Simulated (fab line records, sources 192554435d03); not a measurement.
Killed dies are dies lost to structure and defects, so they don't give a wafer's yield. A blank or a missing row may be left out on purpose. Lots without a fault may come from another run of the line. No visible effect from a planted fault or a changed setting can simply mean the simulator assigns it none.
Split-lot trial    flow n5Finfet    7 lots, 21 wafers read, on a route of 1938 steps

## THE SPLIT
At N5_BEOL_M1_EXPOSE_08 (exposes mask M1), the setting doseMj was moved away from the recipe's 33 on 9 of the 21 wafers read, by -7.4% to +7.3%. The other wafers ran this setting at the recipe's value.

## FROM THE SPLIT TO THE READING: what the file shows between them, 12 steps
- N5_BEOL_M1_PEB_09: peb time 60 s
- N5_BEOL_M1_DEVELOP_10: develop time 30 s
- N5_BEOL_M1_CD_MEAS_11: target cd 17.05 nm
- N5_BEOL_M1_DESCUM_16: chemistry O2, time 7 s
- N5_BEOL_M1_ETCH_74: etches underlayer in N2/H2, target depth 6.5 nm, time 5.2 s
- N5_BEOL_M1_ETCH_63: etches SiARC in CF4, target depth 15.6 nm, time 26 s
- N5_BEOL_M1_ETCH_64: etches SOC in N2/H2, target depth 75 nm, overetch 15 nm, time 112.5 s (also split here: biasW)
- N5_BEOL_M1_STRIP_65: strips in N2/H2
- N5_BEOL_M1_STRIP_75: strips in N2/H2
- N5_BEOL_M1_STRIP_66: strips in CF4
- N5_BEOL_M1_HM_OPEN_17: chemistry Cl2/BCl3, target TiN, target depth 20 nm, overetch 6 nm
- N5_BEOL_M1_STRIP_19: strips in O2

## THE READING
cdNm, in nm, at N5_BEOL_M1_CD_MEAS_18 (pitch 36 nm, target cd 18 nm). A value of 18.1 nm with a standard deviation of 0.32 nm is what fault-free wafers of this fab line usually give.

wafer   tool, chamber at the split  doseMj as run  against the recipe  cdNm, nm  against lot-mates on the recipe
L075.1  euvScanner-02, 0            30.82          -6.6%               16.4      -1.6
L075.5  euvScanner-02, 0            33             recipe              18.2      -
L075.6  euvScanner-02, 0            33             recipe              17.8      -
L077.2  euvScanner-02, 0            30.92          -6.3%               16.7      no lot-mate on the recipe
L077.4  euvScanner-02, 0            30.92          -6.3%               16.4      no lot-mate on the recipe
L077.5  euvScanner-02, 0            30.92          -6.3%               16.5      no lot-mate on the recipe
L081.2  euvScanner-02, 0            33             recipe              18.5      -
L081.4  euvScanner-02, 0            33             recipe              18.2      -
L081.6  euvScanner-02, 0            33             recipe              17.7      -
L090.4  euvScanner-01, 0            33             recipe              18.8      -
L090.5  euvScanner-01, 0            33.78          +2.4%               18.7      +0.2
L090.6  euvScanner-01, 0            33             recipe              18.2      -
L092.1  euvScanner-02, 0            33             recipe              18.5      -
L092.3  euvScanner-02, 0            33             recipe              17.6      -
L092.4  euvScanner-02, 0            33             recipe              17.8      -
L091.3  euvScanner-01, 0            33             recipe              17.5      -
L091.5  euvScanner-01, 0            35.42          +7.3%               19.2      +1.7
L091.6  euvScanner-01, 0            35.42          +7.3%               19.4      +1.9
L093.1  euvScanner-02, 0            30.55          -7.4%               16.9      -1.3
L093.3  euvScanner-02, 0            33             recipe              18.2      -
L093.6  euvScanner-02, 0            30.55          -7.4%               16.3      -1.9

THE FIT
A straight line over all 21 wafers: cdNm changes by +0.208 nm for each +1% of doseMj; r = +0.93; the points scatter about the line by 0.36 nm.
The same after taking each lot's own level away (the mean of its wafers on the recipe; 18 wafers): +0.229 nm for each +1%; r = +0.95; scatter 0.3 nm.
According to that fit, moving doseMj by its largest amount changes the reading by 1.7 nm.
From 17.50 to 18.50 nm: that is the span of the lots' own levels, equal to 3.1 times the standard deviation above.
The two slopes are in agreement: the lot-to-lot level therefore moves the slope only a little.
Check: -1.83 nm against its lot-mates is what the line predicts for one of the wafers moved furthest among these (-7.4%) when that wafer is left out of the fit. It came out at -1.3 nm against them.

## OTHER SPLITS ON THESE WAFERS
Other splits were also applied to these wafers ahead of the reading. Each is held against what the fit with the lots' levels taken away leaves over:
other split on the same wafers  wafers away from the commonest value  r with cdNm (lot level and that fit taken away)
N5_BEOL_M1_ETCH_64 biasW        4                                     +0.54

## THE WHOLE CHAIN: every reading that the file lists as answering this split, in the file's order
step                   what it does                                                           reading                                                              change (the file's fit)                r (the file's)
N5_BEOL_M1_CD_MEAS_11  target cd 17.05 nm                                                     cdNm                                                                 +0.22 nm for each +1% of the setting   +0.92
N5_BEOL_M1_ETCH_74     etches underlayer in N2/H2, target depth 6.5 nm, time 5.2 s            BEOL_M1.cdOffsetNm (the simulator's own value, which no gauge read)  +0.219 nm for each +1% of the setting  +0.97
N5_BEOL_M1_ETCH_63     etches SiARC in CF4, target depth 15.6 nm, time 26 s                   BEOL_M1.cdOffsetNm (the simulator's own value, which no gauge read)  +0.232 nm for each +1% of the setting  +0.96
N5_BEOL_M1_ETCH_64     etches SOC in N2/H2, target depth 75 nm, overetch 15 nm, time 112.5 s  BEOL_M1.cdOffsetNm (the simulator's own value, which no gauge read)  +0.244 nm for each +1% of the setting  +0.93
N5_BEOL_M1_HM_OPEN_17  chemistry Cl2/BCl3, target TiN, target depth 20 nm, overetch 6 nm      BEOL_M1.cdOffsetNm (the simulator's own value, which no gauge read)  +0.251 nm for each +1% of the setting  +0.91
N5_BEOL_M1_CD_MEAS_18  pitch 36 nm, target cd 18 nm                                           cdNm                                                                 +0.232 nm for each +1% of the setting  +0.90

## FILE'S OWN FIT
cdNm changes by +0.232 nm for each +1% of doseMj, r = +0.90.
